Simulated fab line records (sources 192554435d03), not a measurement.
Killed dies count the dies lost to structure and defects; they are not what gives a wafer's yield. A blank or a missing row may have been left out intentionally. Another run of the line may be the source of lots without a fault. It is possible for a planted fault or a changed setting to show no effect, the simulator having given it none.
Chamber matching / flow n5_finfet / cvd_co-01 running N5_BEOL_M4_CVD_47: 3 sister chambers
The step deposits Co from CCTBA/H2, target thk 3 nm, time 223.8 s. 16 wafers are shown with their chamber, then 7 later ones without.

== WAFERS WITH THEIR CHAMBER ==
wafer=L617.2; chamber=1; run_length_s (s)=246.6
wafer=L617.5; chamber=0; run_length_s (s)=246.6
wafer=L617.6; chamber=2; run_length_s (s)=246.3
wafer=L618.3; chamber=2; run_length_s (s)=246.3
wafer=L618.4; chamber=2; run_length_s (s)=246.2
wafer=L620.4; chamber=2; run_length_s (s)=246.0
wafer=L620.5; chamber=0; run_length_s (s)=247.4
wafer=L620.6; chamber=1; run_length_s (s)=247.0
wafer=L622.2; chamber=2; run_length_s (s)=246.6
wafer=L622.3; chamber=0; run_length_s (s)=246.5
wafer=L622.6; chamber=0; run_length_s (s)=246.9
wafer=L624.4; chamber=0; run_length_s (s)=246.8
wafer=L624.5; chamber=1; run_length_s (s)=247.0
wafer=L625.3; chamber=0; run_length_s (s)=246.5
wafer=L625.4; chamber=0; run_length_s (s)=246.5
wafer=L636.2; chamber=0; run_length_s (s)=246.7

SIGNATURES (averages over the wafers above)
reading=run_length_s; chamber 0=246.738; chamber 1=246.867; chamber 2=246.280; scatter within a chamber=0.271
Rule: for each reading, subtract the chamber's mean from the wafer's reading, divide by that reading's scatter and square the result; add these up over the readings and take the root, which gives the wafer's distance from the chamber. The wafer belongs to the nearest chamber; if the next one is less than 2 further off, it can't be placed. The scatter: the root of (the sum of the squares of (reading less its chamber's mean) over the shown wafers, divided by (wafers less chambers)).

== WAFERS WHOSE CHAMBER IS MISSING ==
wafer=L636.3; run_length_s (s)=246.6
wafer=L637.2; run_length_s (s)=247.3
wafer=L637.4; run_length_s (s)=247.6
wafer=L637.5; run_length_s (s)=246.2
wafer=L638.1; run_length_s (s)=247.0
wafer=L638.4; run_length_s (s)=246.6
wafer=L638.6; run_length_s (s)=247.3

== WHICH CHAMBER EACH WENT THROUGH ==
wafer=L636.3; from the rows above=can't be placed: 0 or 1 or 2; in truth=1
wafer=L637.2; from the rows above=can't be placed: 1 or 0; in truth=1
wafer=L637.4; from the rows above=can't be placed: 1 or 0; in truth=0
wafer=L637.5; from the rows above=can't be placed: 2 or 0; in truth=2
wafer=L638.1; from the rows above=can't be placed: 1 or 0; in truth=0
wafer=L638.4; from the rows above=can't be placed: 0 or 1 or 2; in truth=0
wafer=L638.6; from the rows above=can't be placed: 1 or 0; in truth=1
Correctly placed: 0 of 7. From these rows, 7 cannot be placed; in 7 the true chamber is one of the candidates. Placed wrongly: 0.
